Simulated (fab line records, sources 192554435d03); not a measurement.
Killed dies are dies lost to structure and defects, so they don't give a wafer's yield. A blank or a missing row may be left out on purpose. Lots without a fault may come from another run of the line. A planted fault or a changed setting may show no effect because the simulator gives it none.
fab line records | flow n5_finfet
record lots=24 wafers=72 last_day=17
route steps=1938 shown BEOL_M10@1493 BEOL_M11@1551
lots that met no fault: from a run of the same line without faults
start_h: hours from the record's first day to the start of the lot's first wafer shown | wait_h: hours since the lot's step before | " the same as in the row above | L1.1+2: a row that stands for several wafers | - no value, or no start given | * or withheld: withheld | < > ~ a bound
route shown NAME@n: a module of which the file shows steps, and the number in the route of the first | usual: mean/standard deviation of fault-free wafers | same: alike in all rows | chamber/n: place in a boat | sites: the reading at each site | _std_site: their standard deviation | _edge_site: outer sites' mean less inner sites' | radius_mm: how far each site lies from the wafer's centre | mask NAME#n: copy n | behind: the tool/chamber that last shaped the wafer | hold: why the lot was held/for how many hours/how that ended | device: the transistor (n, p or np) that didn't switch | end of line: the same wafers' tests at the end of the route | a step without rows: its recipe alone | killed: dies lost to structure and defects at the first sort, not the wafer's yield | map: a wafer's dies, x killed, . not, _ none there
set.NAME: the setting as run; set.NAME@STEP: as run at that earlier step | model.NAME: the simulator's own value behind a step, which no gauge read
steps of the route over a sample of lots; a table a step, a row a wafer
services: from which hour (start_h, from the record's first day; less than 0 if before it) a tool's chamber was out of use, for how many hours, and why
## steps
# step N5_BEOL_M10_CD_MEAS_18
# recipe pitch_nm=140 target_cd_nm=70
# usual cd_nm=70.1/0.62
# columns lot.wafer tool chamber start_h wait_h cd_nm
L074.1 cd_sem-01 - 204.32 0.0 70.3
L074.3 " - " " 70.2
L074.6 " - " " 70.3
L076.1 cd_sem-03 - 210.57 0.1 69.1
L076.4 " - " " 68.9
L076.6 " - " " 69.0
L075.1 cd_sem-02 - 222.01 0.0 69.9
L075.3 " - " " 70.8
L075.6 " - " " 70.2
L077.2 cd_sem-02 - 236.47 0.1 69.7
L077.3 " - " " 70.6
L077.5 " - " " 70.4
L079.2 cd_sem-01 - 242.62 0.1 70.0
L079.4 " - " " 69.9
L079.6 " - " " 69.3
L081.3 cd_sem-01 - 247.81 0.1 69.9
L081.5 " - " " 71.0
L081.6 " - " " 69.8
L078.1 cd_sem-02 - 247.96 0.0 70.9
L078.2 " - " " 69.6
L078.5 " - " " 70.7
L080.1 cd_sem-01 - 249.41 0.0 69.5
L080.4 " - " " 69.7
L080.5 " - " " 70.3
L082.1 cd_sem-02 - 252.16 0.0 69.6
L082.2 " - " " 68.8
L082.5 " - " " 68.9
L083.2 cd_sem-03 - 270.55 0.1 70.7
L083.3 " - " " 69.9
L083.4 " - " " 69.9
L084.1 cd_sem-02 - 270.89 0.0 69.5
L084.2 " - " " 69.4
L084.3 " - " " 70.0
L085.1 cd_sem-02 - 278.88 0.0 71.4
L085.2 " - " " 70.2
L085.3 " - " " 71.0
L086.1 cd_sem-01 - 290.59 0.1 70.3
L086.2 " - " " 70.3
L086.4 " - " " 70.0
L088.2 cd_sem-03 - 294.71 0.1 70.0
L088.3 " - " " 69.5
L088.5 " - " " 68.9
L087.1 cd_sem-01 - 296.24 0.0 69.6
L087.5 " - " " 70.8
L087.6 " - " " 70.2
L089.2 cd_sem-02 - 309.62 0.1 70.2
L089.5 " - " " 70.1
L089.6 " - " " 70.6
L092.1 cd_sem-02 - 313.96 0.0 70.5
L092.2 " - " " 69.2
L092.4 " - " " 70.9
L091.1 cd_sem-02 - 314.25 0.0 69.2
L091.2 " - " " 70.4
L091.6 " - " " 69.6
L090.1 cd_sem-02 - 314.70 0.0 70.1
L090.3 " - " " 70.6
L090.4 " - " " 71.6
L093.2 cd_sem-01 - 322.00 0.1 70.3
L093.5 " - " " 71.0
L093.6 " - " " 71.0
L094.3 cd_sem-02 - 330.52 0.1 69.9
L094.4 " - " " 70.0
L094.5 " - " " 69.9
L095.1 cd_sem-01 - 335.08 0.0 71.0
L095.2 " - " " 70.3
L095.6 " - " " 70.6
L096.1 cd_sem-02 - 354.56 0.0 70.7
L096.2 " - " " 69.6
L096.5 " - " " 69.5
L097.1 cd_sem-03 - 355.02 0.0 69.8
L097.2 " - " " 70.6
L097.5 " - " " 71.2
# step N5_BEOL_M10_STRIP_36
# recipe chemistry=N2/H2 power_w=450 temp_c=40 pressure_mtorr=20 rf_frequency_hz=6e+07 overash_fraction=0.3 bias_power_w=7 h2_frac=0.5 n2_flow_sccm=200 h2_flow_sccm=200
# usual drypump_motor_current_A=5.6/0.36 oes_product_au=0.77/0.087 rf_vpp_V=59.1/2 showerhead_plenum_p_Torr=2.52/0.078 throttle_valve_pct=23.56/0.25
# columns lot.wafer tool chamber start_h wait_h drypump_motor_current_A oes_product_au rf_hours_counter_h rf_vpp_V showerhead_plenum_p_Torr throttle_valve_pct
L074.1 rie_diel-05 2 205.09 0.0 5.7 0.74 195 57.7 2.62 23.16
L074.3 " 1 " " 5.2 0.72 197 58.2 2.52 23.72
L074.6 " 1 " " 5.2 0.73 - 59.8 2.52 23.72
L076.1 rie_diel-05 3 215.43 0.0 5.2 0.89 28 62.4 2.48 23.84
L076.4 " 2 " " 5.7 0.73 197 62.8 2.62 23.21
L076.6 " 1 " " 5.2 0.71 - 61.4 2.52 23.73
L075.1 rie_diel-05 1 222.66 0.0 5.2 0.73 202 61.4 2.52 23.74
L075.3 " 3 " " 5.2 0.89 30 55.7 2.48 23.82
L075.6 " 0 " " 5.7 0.71 - 58.1 2.51 23.56
L077.2 rie_diel-05 0 240.72 0.0 5.7 0.68 212 60.7 2.51 23.60
L077.3 " 2 " " 5.6 0.74 207 59.7 2.61 23.14
L077.5 " 1 " " 5.2 0.71 - 58.5 2.51 23.75
L079.2 rie_diel-06 3 243.44 0.0 6.4 0.69 226 58.6 2.40 23.43
L079.4 " 1 " " 5.4 0.75 163 57.8 2.52 23.08
L079.6 " 0 " " 5.0 1.02 - 60.1 2.60 23.54
L081.3 rie_diel-05 0 248.70 0.0 5.7 0.70 215 60.6 2.51 23.59
L081.5 " 2 " " 5.7 0.72 - 56.5 2.61 23.22
L081.6 " 0 " " 5.7 0.71 - 61.0 2.51 23.62
L078.1 rie_diel-03 1 248.85 0.0 5.3 0.91 34 57.6 2.59 23.86
L078.2 " 3 " " 5.6 0.85 68 60.0 2.47 23.56
L078.5 " 1 " " 5.3 0.89 - 60.3 2.59 23.85
L080.1 rie_diel-03 3 250.29 0.0 5.6 0.87 68 55.7 2.47 23.58
L080.4 " 0 " " 6.1 0.77 127 56.5 2.43 23.44
L080.5 " 0 " " 6.1 0.78 - 58.7 2.43 23.46
L082.1 rie_diel-06 1 253.47 0.0 5.4 0.75 167 61.5 2.52 23.08
L082.2 " 0 " " 5.0 0.97 4 60.1 2.60 23.54
L082.5 " 0 " " 5.1 0.98 - 58.9 2.60 23.59
L083.2 rie_diel-05 3 272.42 0.0 5.2 0.86 46 55.6 2.47 23.83
L083.3 " 0 " " 5.7 0.70 224 56.1 2.50 23.59
L083.4 " 1 " " 5.2 0.69 221 55.9 2.51 23.74
L084.1 rie_diel-03 0 272.59 0.0 6.1 0.78 134 56.6 2.43 23.45
L084.2 " 1 " " 5.3 0.89 42 58.4 2.59 23.82
L084.3 " 3 " " 5.6 0.84 76 60.7 2.46 23.58
L085.1 rie_diel-05 2 280.92 0.0 5.7 0.73 222 60.3 2.61 23.25
L085.2 " 0 " " 5.7 0.69 227 56.0 2.50 23.60
L085.3 " 3 " " 5.2 0.86 49 56.6 2.47 23.86
L086.1 rie_diel-05 1 293.64 0.0 5.1 0.70 227 58.5 2.51 23.73
L086.2 " 0 " " 5.7 0.68 231 58.0 2.50 23.62
L086.4 " 2 " " 5.6 0.72 225 60.0 2.60 23.23
L088.2 rie_diel-05 0 295.48 0.0 5.7 0.69 232 59.6 2.50 23.60
L088.3 " 1 " " 5.2 0.68 227 58.6 2.51 23.71
L088.5 " 0 " " 5.7 0.69 - 59.4 2.50 23.59
L087.1 rie_diel-03 2 297.12 0.0 6.2 0.70 213 55.7 2.42 23.91
L087.5 " 2 " " 6.2 0.70 - 56.0 2.42 23.92
L087.6 " 3 " " 5.6 0.84 - 60.7 2.46 23.57
L089.2 rie_diel-06 3 310.57 0.0 6.5 0.68 245 57.2 2.39 23.44
L089.5 " 3 " " 6.5 0.69 - 54.9 2.39 23.42
L089.6 " 0 " " 5.0 0.92 - 60.7 2.59 23.59
L092.1 rie_diel-06 3 315.25 0.0 6.5 0.67 246 57.2 2.39 23.41
L092.2 " 1 " " 5.4 0.74 187 58.4 2.51 23.12
L092.4 " 0 " " 5.1 0.90 24 57.4 2.59 23.59
L091.1 rie_diel-06 2 315.78 0.0 5.7 0.87 49 58.3 2.69 23.35
L091.2 " 1 " " 5.4 0.71 187 62.3 2.51 23.12
L091.6 " 1 " " 5.4 0.72 - 58.8 2.51 23.12
L090.1 rie_diel-05 3 316.11 0.0 5.2 0.83 62 61.0 2.47 23.89
L090.3 " 2 " " 5.7 0.71 234 62.5 2.60 23.23
L090.4 " 0 " " 5.7 0.67 240 59.3 2.49 23.66
L093.2 rie_diel-05 0 325.85 0.0 5.7 0.67 244 56.3 2.49 23.66
L093.5 " 0 " " 5.7 0.68 - 59.8 2.49 23.67
L093.6 " 1 " " 5.2 0.68 - 60.9 2.50 23.78
L094.3 rie_diel-06 0 334.02 0.0 5.1 0.90 30 57.6 2.58 23.57
L094.4 " 1 " " 5.4 0.71 - 59.1 2.51 23.11
L094.5 " 0 " " 5.0 0.89 - 60.3 2.59 23.61
L095.1 rie_diel-05 0 336.29 0.0 5.7 0.68 247 59.1 2.49 23.63
L095.2 " 1 " " 5.2 0.68 243 58.8 2.50 23.79
L095.6 " 2 " " 5.6 0.72 - 60.3 2.60 23.22
L096.1 rie_diel-03 0 357.78 0.0 6.1 0.74 165 59.2 2.42 23.49
L096.2 " 2 " " 6.2 0.68 234 60.0 2.41 23.94
L096.5 " 3 " " 5.6 0.83 - 60.1 2.45 23.64
L097.1 rie_diel-03 3 358.30 0.0 5.5 0.82 102 59.7 2.45 23.57
L097.2 " 0 " " 6.1 0.76 165 57.5 2.42 23.48
L097.5 " 1 " " 5.3 0.84 - 59.6 2.57 23.90
# step N5_BEOL_M10_DEGAS_44
# recipe ambient=vacuum temp_c=250 time_s=60
# usual heater_power_w=361/51
# columns lot.wafer tool chamber start_h wait_h heater_power_w
L074.1 pvd_sputter-02 - 205.94 0.3 475
L074.3 " - " " 348
L074.6 " - " " 359
L076.1 pvd_sputter-02 - 216.57 0.4 369
L076.4 " - " " 472
L076.6 " - " " 351
L075.1 pvd_sputter-03 - 223.74 0.6 303
L075.3 " - " " 385
L075.6 " - " " 382
L077.2 pvd_sputter-01 - 241.49 0.3 336
L077.3 " - " " 423
L077.5 " - " " 426
L079.2 pvd_sputter-01 - 246.27 2.2 341
L079.4 " - " " 357
L079.6 " - " " 425
L081.3 pvd_sputter-01 - 250.46 1.1 402
L081.5 " - " " 341
L081.6 " - " " 412
L078.1 pvd_sputter-03 - 250.54 1.0 303
L078.2 " - " " 388
L078.5 " - " " 320
L080.1 pvd_sputter-03 - 251.34 0.5 373
L080.4 " - " " 320
L080.5 " - " " 385
L082.1 pvd_sputter-02 - 254.38 0.4 312
L082.2 " - " " 360
L082.5 " - " " 371
L084.1 pvd_sputter-03 - 273.42 0.3 277
L084.2 " - " " 315
L084.3 " - " " 376
L083.2 pvd_sputter-03 - 273.50 0.5 386
L083.3 " - " " 389
L083.4 " - " " 271
L085.1 pvd_sputter-02 - 281.73 0.3 355
L085.2 " - " " 301
L085.3 " - " " 444
L086.1 pvd_sputter-02 - 294.90 0.7 361
L086.2 " - " " 360
L086.4 " - " " 310
L088.2 pvd_sputter-03 - 296.23 0.2 382
L088.3 " - " " 276
L088.5 " - " " 278
L087.1 pvd_sputter-03 - 298.24 0.6 275
L087.5 " - " " 314
L087.6 " - " " 385
L089.2 pvd_sputter-01 - 312.97 1.9 350
L089.5 " - " " 337
L089.6 " - " " 420
L092.1 pvd_sputter-03 - 316.61 0.8 269
L092.2 " - " " 394
L092.4 " - " " 374
L091.1 pvd_sputter-02 - 316.81 0.6 370
L091.2 " - " " 365
L091.6 " - " " 373
L090.1 pvd_sputter-03 - 316.97 0.4 375
L090.3 " - " " 384
L090.4 " - " " 280
L093.2 pvd_sputter-02 - 326.85 0.5 381
L093.5 " - " " 355
L093.6 " - " " 360
L094.3 pvd_sputter-03 - 335.10 0.4 382
L094.4 " - " " 277
L094.5 " - " " 393
L095.1 pvd_sputter-02 - 337.03 0.3 309
L095.2 " - " " 464
L095.6 " - " " 362
L096.1 pvd_sputter-01 - 358.73 0.5 362
L096.2 " - " " 337
L096.5 " - " " 344
L097.1 pvd_sputter-03 - 359.42 0.7 387
L097.2 " - " " 269
L097.5 " - " " 397
# step N5_BEOL_M10_THK_MEAS_53
# recipe thk_meas_gauge=xrf reads=Cu_of_BEOL_M10_ECD_50
# usual M10_THK=139.2/2.7
# columns lot.wafer tool chamber start_h wait_h M10_THK[nm]
L074.1 film_metro-02 - 207.52 - 140.1
L074.3 " - " " 140.1
L074.6 " - " " 137.1
L076.1 film_metro-01 - 219.60 - 142.5
L076.4 " - " " 138.1
L076.6 " - " " 138.2
L075.1 film_metro-02 - 225.60 - 135.8
L075.3 " - " " 142.1
L075.6 " - " " 136.6
L077.2 film_metro-01 - 244.09 - 139.0
L077.3 " - " " 140.2
L077.5 " - " " 139.0
L079.2 film_metro-01 - 247.70 - 137.5
L079.4 " - " " 139.7
L079.6 " - " " 135.3
L081.3 film_metro-01 - 252.24 - 138.2
L081.5 " - " " 142.1
L081.6 " - " " 139.2
L078.1 film_metro-01 - 252.63 - 143.1
L078.2 " - " " 142.1
L078.5 " - " " 141.5
L080.1 film_metro-01 - 253.18 - 139.0
L080.4 " - " " 138.2
L080.5 " - " " 139.9
L082.1 film_metro-01 - 255.96 - 139.1
L082.2 " - " " 139.6
L082.5 " - " " 137.7
L083.2 film_metro-01 - 275.35 - 144.2
L083.3 " - " " 141.4
L083.4 " - " " 137.3
L084.1 film_metro-02 - 275.71 - 142.7
L084.2 " - " " 140.6
L084.3 " - " " 142.2
L085.1 film_metro-01 - 284.63 - 140.4
L085.2 " - " " 137.7
L085.3 " - " " 141.0
L086.1 film_metro-02 - 296.84 - 140.0
L086.2 " - " " 138.8
L086.4 " - " " 140.2
L088.2 film_metro-02 - 297.99 - 137.3
L088.3 " - " " 136.4
L088.5 " - " " 138.5
L087.1 film_metro-01 - 299.64 - 140.8
L087.5 " - " " 139.0
L087.6 " - " " 139.1
L089.2 film_metro-02 - 314.66 - 139.3
L089.5 " - " " 139.0
L089.6 " - " " 135.7
L092.1 film_metro-01 - 318.34 - 136.2
L092.2 " - " " 135.7
L092.4 " - " " 136.2
L091.1 film_metro-02 - 318.48 - 134.8
L091.2 " - " " 137.4
L091.6 " - " " 137.0
L090.1 film_metro-02 - 318.79 - 138.8
L090.3 " - " " 137.2
L090.4 " - " " 135.8
L093.2 film_metro-02 - 328.97 - 138.9
L093.5 " - " " 138.4
L093.6 " - " " 136.9
L094.3 film_metro-02 - 337.36 - 136.1
L094.4 " - " " 136.2
L094.5 " - " " 137.0
L095.1 film_metro-02 - 338.48 - 138.1
L095.2 " - " " 136.9
L095.6 " - " " 139.2
L096.1 film_metro-01 - 360.35 - 138.1
L096.2 " - " " 138.2
L096.5 " - " " 137.8
L097.1 film_metro-02 - 361.07 - 141.2
L097.2 " - " " 140.8
L097.5 " - " " 143.9
# step N5_BEOL_M11_INSPECT_13
# recipe mode=adi inspect_instrument=brightfield
# usual raw_defect_count=405/84
# columns lot.wafer tool chamber start_h wait_h raw_defect_count
L074.1 defect_inspect-02 - 209.76 0.0 365
L074.3 " - " " 372
L074.6 " - " " 346
L076.1 defect_inspect-01 - 221.62 0.0 545
L076.4 " - " " 383
L076.6 " - " " 377
L075.1 defect_inspect-01 - 227.79 0.0 355
L075.3 " - " " 274
L075.6 " - " " 419
L077.2 defect_inspect-02 - 246.96 0.0 319
L077.3 " - " " 403
L077.5 " - " " 298
L079.2 defect_inspect-02 - 250.79 0.0 421
L079.4 " - " " 470
L079.6 " - " " 437
L081.3 defect_inspect-02 - 254.47 0.0 255
L081.5 " - " " 377
L081.6 " - " " 236
L080.1 defect_inspect-01 - 254.88 0.0 390
L080.4 " - " " 558
L080.5 " - " " 376
L078.1 defect_inspect-02 - 255.04 0.0 445
L078.2 " - " " 501
L078.5 " - " " 428
L082.1 defect_inspect-01 - 258.62 0.0 566
L082.2 " - " " 477
L082.5 " - " " 423
L083.2 defect_inspect-02 - 278.40 0.0 334
L083.3 " - " " 353
L083.4 " - " " 360
L084.1 defect_inspect-01 - 278.44 0.0 410
L084.2 " - " " 382
L084.3 " - " " 467
L085.1 defect_inspect-01 - 287.18 0.0 426
L085.2 " - " " 507
L085.3 " - " " 451
L086.1 defect_inspect-02 - 298.15 0.0 512
L086.2 " - " " 445
L086.4 " - " " 465
L088.2 defect_inspect-02 - 301.63 0.0 338
L088.3 " - " " 319
L088.5 " - " " 318
L087.1 defect_inspect-02 - 301.80 0.0 358
L087.5 " - " " 346
L087.6 " - " " 430
L089.2 defect_inspect-02 - 316.85 0.0 351
L089.5 " - " " 404
L089.6 " - " " 406
L092.1 defect_inspect-01 - 321.48 0.0 503
L092.2 " - " " 475
L092.4 " - " " 450
L091.1 defect_inspect-02 - 321.64 0.0 350
L091.2 " - " " 296
L091.6 " - " " 380
L090.1 defect_inspect-01 - 321.81 0.0 395
L090.3 " - " " 404
L090.4 " - " " 398
L093.2 defect_inspect-02 - 332.02 0.0 336
L093.5 " - " " 348
L093.6 " - " " 375
L094.3 defect_inspect-01 - 338.73 0.0 635
L094.4 " - " " 482
L094.5 " - " " 448
L095.1 defect_inspect-01 - 341.20 0.0 422
L095.2 " - " " 424
L095.6 " - " " 524
L096.1 defect_inspect-02 - 363.54 0.0 327
L096.2 " - " " 241
L096.5 " - " " 267
L097.1 defect_inspect-02 - 364.14 0.0 397
L097.2 " - " " 388
L097.5 " - " " 339
# step N5_BEOL_M11_ETCH_61
# recipe chemistry=CF4 target=SiARC target_depth_a=390 mask_material=CAR-ArF time_s=65 ion_energy_ev=80 pressure_mtorr=40 source_w=545 bias_w=36 Ar_flow_sccm=100 cf4_flow_sccm=100 ends=cleared
# usual drypump_motor_current_A=5.5/0.46 etch_rf_on_time_s=64.0/1.8 mfc_ar_sccm=100.0/0.3 oes_product_au=0.69/0.087 rf_vpp_V=184.1/1.2 showerhead_plenum_p_Torr=2.16/0.064 throttle_valve_pct=15.5/0.3
# columns lot.wafer tool chamber start_h wait_h drypump_motor_current_A etch_rf_on_time_s mfc_ar_sccm oes_product_au rf_hours_counter_h rf_vpp_V showerhead_plenum_p_Torr throttle_valve_pct
L074.1 rie_diel-01 3 210.15 0.0 5.7 63.1 100.1 0.60 203 184.2 2.22 15.7
L074.3 " 0 " " 5.3 61.9 100.1 0.72 87 185.2 2.24 15.5
L074.6 " 1 " " 6.0 61.3 100.1 0.84 - 184.8 2.10 15.1
L076.1 rie_diel-01 2 221.90 0.0 5.4 66.2 100.0 0.60 191 183.6 2.12 15.8
L076.4 " 1 " " 6.0 62.3 100.0 0.83 12 183.1 2.10 15.1
L076.6 " 2 " " 5.4 66.0 100.0 0.61 - 183.7 2.12 15.8
L075.1 rie_diel-02 1 227.86 0.0 5.6 64.0 100.1 0.63 175 185.9 2.23 15.9
L075.3 " 2 " " 5.1 67.8 99.7 0.59 221 184.9 2.12 15.5
L075.6 " 2 " " 5.1 67.7 100.3 0.59 - 183.4 2.12 15.6
L077.2 rie_diel-02 3 247.03 0.0 4.9 64.0 100.3 0.71 64 182.1 2.10 15.7
L077.3 " 2 " " 5.2 66.8 100.0 0.59 229 182.8 2.12 15.6
L077.5 " 1 " " 5.6 62.8 100.2 0.62 - 185.8 2.23 15.9
L079.2 rie_diel-04 2 250.86 0.0 4.7 61.6 99.9 0.75 45 185.6 2.28 15.5
L079.4 " 3 " " 5.9 66.4 99.7 0.58 237 181.8 2.03 16.1
L079.6 " 1 " " 5.1 63.4 99.8 0.81 - 184.3 2.18 15.2
L081.3 rie_diel-04 0 254.54 0.0 5.4 63.8 100.3 0.76 39 183.0 2.10 15.4
L081.5 " 1 " " 5.1 63.7 100.2 0.81 - 183.2 2.18 15.2
L081.6 " 2 " " 4.7 62.8 100.8 0.75 - 184.7 2.28 15.5
L080.1 rie_diel-01 3 254.95 0.0 5.7 63.0 100.6 0.59 217 184.4 2.21 15.7
L080.4 " 0 " " 5.3 62.2 99.5 0.70 101 187.3 2.24 15.5
L080.5 " 2 " " 5.4 65.3 100.1 0.60 - 183.1 2.12 15.8
L078.1 rie_diel-02 3 255.11 0.0 4.9 63.8 99.8 0.71 66 184.1 2.10 15.7
L078.2 " 2 " " 5.1 67.7 100.3 0.58 231 184.2 2.12 15.6
L078.5 " 3 " " 5.0 64.2 100.1 0.71 - 182.9 2.10 15.7
L082.1 rie_diel-02 0 258.91 0.0 6.5 63.4 99.7 0.80 14 185.6 2.18 15.0
L082.2 " 1 " " 5.6 63.5 100.0 0.62 185 185.1 2.23 15.9
L082.5 " 1 " " 5.6 63.1 100.0 0.62 - 183.2 2.23 15.9
L083.2 rie_diel-01 1 278.61 0.0 5.9 60.0 99.7 0.81 29 183.5 2.09 15.1
L083.3 " 3 " " 5.7 62.0 99.8 0.59 224 183.5 2.21 15.7
L083.4 " 0 " " 5.3 61.4 99.8 0.70 107 186.7 2.24 15.6
L084.1 rie_diel-02 2 278.80 0.0 5.1 67.9 99.9 0.57 239 184.0 2.12 15.6
L084.2 " 0 " " 6.5 63.8 100.0 0.77 20 184.2 2.18 15.0
L084.3 " 3 " " 4.9 64.3 100.2 0.70 73 183.2 2.10 15.7
L085.1 rie_diel-02 0 287.90 0.0 6.5 63.6 100.3 0.77 23 184.2 2.18 15.0
L085.2 " 3 " " 5.0 64.4 100.4 0.70 76 182.6 2.09 15.7
L085.3 " 1 " " 5.6 63.5 99.7 0.62 191 183.6 2.23 15.9
L086.1 rie_diel-04 2 298.48 0.0 4.7 63.4 99.8 0.73 58 185.8 2.27 15.5
L086.2 " 3 " " 5.9 65.8 100.1 0.58 250 182.0 2.03 16.1
L086.4 " 0 " " 5.3 63.1 100.4 0.76 50 185.0 2.09 15.4
L088.2 rie_diel-02 1 301.89 0.0 5.6 63.9 100.0 0.61 195 183.3 2.23 15.9
L088.3 " 2 " " 5.1 68.3 99.2 0.58 247 183.4 2.11 15.6
L088.5 " 2 " " 5.1 67.5 99.6 0.57 - 184.1 2.11 15.6
L087.1 rie_diel-01 0 301.90 0.0 5.3 62.8 99.9 0.68 114 185.9 2.23 15.6
L087.5 " 1 " " 5.9 61.7 99.9 0.80 - 183.3 2.09 15.1
L087.6 " 0 " " 5.3 63.2 99.4 0.69 - 184.5 2.24 15.6
L089.2 rie_diel-04 1 316.92 0.0 5.0 63.3 100.0 0.78 36 184.3 2.17 15.2
L089.5 " 0 " " 5.4 63.4 99.6 0.75 - 183.2 2.09 15.4
L089.6 " 1 " " 5.1 63.4 100.2 0.77 - 185.6 2.17 15.2
L092.1 rie_diel-02 3 321.55 0.0 4.9 63.6 99.2 0.70 88 182.9 2.09 15.7
L092.2 " 0 " " 6.5 63.7 99.6 0.75 34 186.0 2.17 15.0
L092.4 " 0 " " 6.5 63.3 100.1 0.76 - 184.8 2.17 15.0
L091.1 rie_diel-04 3 321.71 0.0 5.9 62.9 100.2 0.83 2 184.7 2.28 15.6
L091.2 " 1 " " 5.1 63.2 100.0 0.78 38 184.1 2.17 15.2
L091.6 " 3 " " 5.9 62.7 100.3 0.84 - 185.8 2.28 15.6
L090.1 rie_diel-01 0 321.91 0.0 5.4 62.7 99.7 0.68 120 184.4 2.23 15.6
L090.3 " 1 " " 6.0 61.4 99.7 0.79 43 183.7 2.09 15.1
L090.4 " 3 " " 5.7 63.7 99.7 0.58 237 184.1 2.21 15.8
L093.2 rie_diel-02 1 332.08 0.0 5.6 62.3 100.2 0.62 206 184.5 2.22 16.0
L093.5 " 3 " " 5.0 63.1 100.5 0.70 - 184.9 2.09 15.7
L093.6 " 0 " " 6.5 63.2 99.8 0.75 - 184.1 2.17 15.1
L094.3 rie_diel-01 1 338.80 0.0 6.0 62.1 99.6 0.77 48 184.0 2.08 15.1
L094.4 " 2 " " 5.4 66.0 100.3 0.58 227 182.7 2.11 15.9
L094.5 " 2 " " 5.4 65.5 100.1 0.58 - 182.1 2.11 15.9
L095.1 rie_diel-02 3 341.32 0.0 5.0 64.4 99.6 0.69 95 182.1 2.09 15.8
L095.2 " 0 " " 6.5 63.9 99.9 0.74 41 181.8 2.17 15.1
L095.6 " 2 " " 5.1 67.0 99.9 0.84 - 183.9 2.11 15.1
L096.1 rie_diel-02 0 363.62 0.0 6.5 64.7 100.0 0.73 47 183.8 2.17 15.1
L096.2 " 1 " " 5.6 64.2 100.1 0.60 216 186.5 2.22 15.9
L096.5 " 3 " " 4.9 64.4 100.3 0.69 - 183.0 2.09 15.8
L097.1 rie_diel-01 0 364.21 0.0 5.3 63.6 100.3 0.67 134 183.4 2.23 15.6
L097.2 " 3 " " 5.7 63.0 99.9 0.57 250 185.0 2.20 15.8
L097.5 " 3 " " 5.7 64.0 99.9 0.57 - 183.1 2.20 15.8
## services
# columns tool chamber start_h hours kind
rie_diel-02 0 185.57 - clean
rie_diel-02 0 185.57 - consumable_replace:focus_ring
rie_diel-02 0 185.57 15.5 scheduled_down
rie_diel-02 0 185.57 15.5 vent_cycle
rie_diel-01 1 187.31 5.4 repair
rie_diel-03 0 223.19 7.0 repair
rie_diel-02 0 227.10 2.8 repair
rie_diel-06 3 249.82 7.8 repair
rie_diel-02 1 264.14 12.0 repair
rie_diel-06 1 268.25 3.5 repair
rie_diel-05 1 280.42 2.5 repair
pvd_sputter-01 - 290.79 0.8 repair
pvd_sputter-01 - 294.87 7.9 repair
rie_diel-02 2 311.35 - clean
rie_diel-02 2 311.35 - consumable_replace:focus_ring
pvd_sputter-02 - 330.33 4.9 repair
rie_diel-05 0 343.60 - clean
rie_diel-05 0 343.60 - consumable_replace:focus_ring
rie_diel-05 0 343.60 13.6 scheduled_down
rie_diel-05 0 343.60 13.6 vent_cycle
rie_diel-05 1 357.20 - clean
rie_diel-05 1 357.20 - consumable_replace:focus_ring
rie_diel-05 1 357.20 21.8 scheduled_down
rie_diel-05 1 357.20 21.8 vent_cycle
## key
fault none
